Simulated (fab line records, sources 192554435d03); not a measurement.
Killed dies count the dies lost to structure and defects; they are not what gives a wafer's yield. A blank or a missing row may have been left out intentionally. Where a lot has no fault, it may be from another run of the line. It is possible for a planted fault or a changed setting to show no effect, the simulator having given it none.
Matching of chambers ; flow n5 finfet ; ald sin-03 running N5_MOL_CONTACT_COAG_ALD_27: 3 sister chambers
The step deposits SiOC, target thk 17 nm, pulse time 1.5 s, time 2720 s. 5 wafers are shown with their chamber, then 7 later ones without.

## EACH WAFER AND ITS CHAMBER
wafer;chamber;heater power w (W);precursor pulse height rel
L077.5;2;802;1.009
L089.3;0;982;1.023
L089.5;1;774;1.021
L092.1;1;760;0.979
L092.2;2;808;1.006

## WAFERS WITHOUT THEIR CHAMBER
wafer;heater power w (W);precursor pulse height rel
L092.3;993;0.961
L093.2;997;1.005
L093.3;768;1.001
L093.4;790;0.979
L094.1;789;0.995
L094.5;776;1.001
L094.6;791;0.974

## WHICH CHAMBER EACH ONE RAN IN
wafer;from the rows above;in truth
L092.3;0;0
L093.2;0;0
L093.3;1;1
L093.4;can't be placed: 2 or 1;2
L094.1;can't be placed: 2 or 1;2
L094.5;1;1
L094.6;can't be placed: 2 or 1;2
Correctly placed: 4 of 7. Can't be placed from these rows: 3 (the true chamber is among the candidates in 3). 0 placed wrongly.
How it was worked out, from the rows above alone: a wafer's distance from a chamber is the root of the sum, over the readings, of the square of ((its reading less the chamber's mean) divided by the reading's scatter). If the next closest chamber is less than 2 further off than the closest, the wafer can't be placed; otherwise it belongs to the closest. A chamber's mean is the mean of its shown wafers. How the scatter is found: for the shown wafers, subtract from each reading the mean of its chamber, square and add these, divide the total by (wafers less chambers), then take the root.
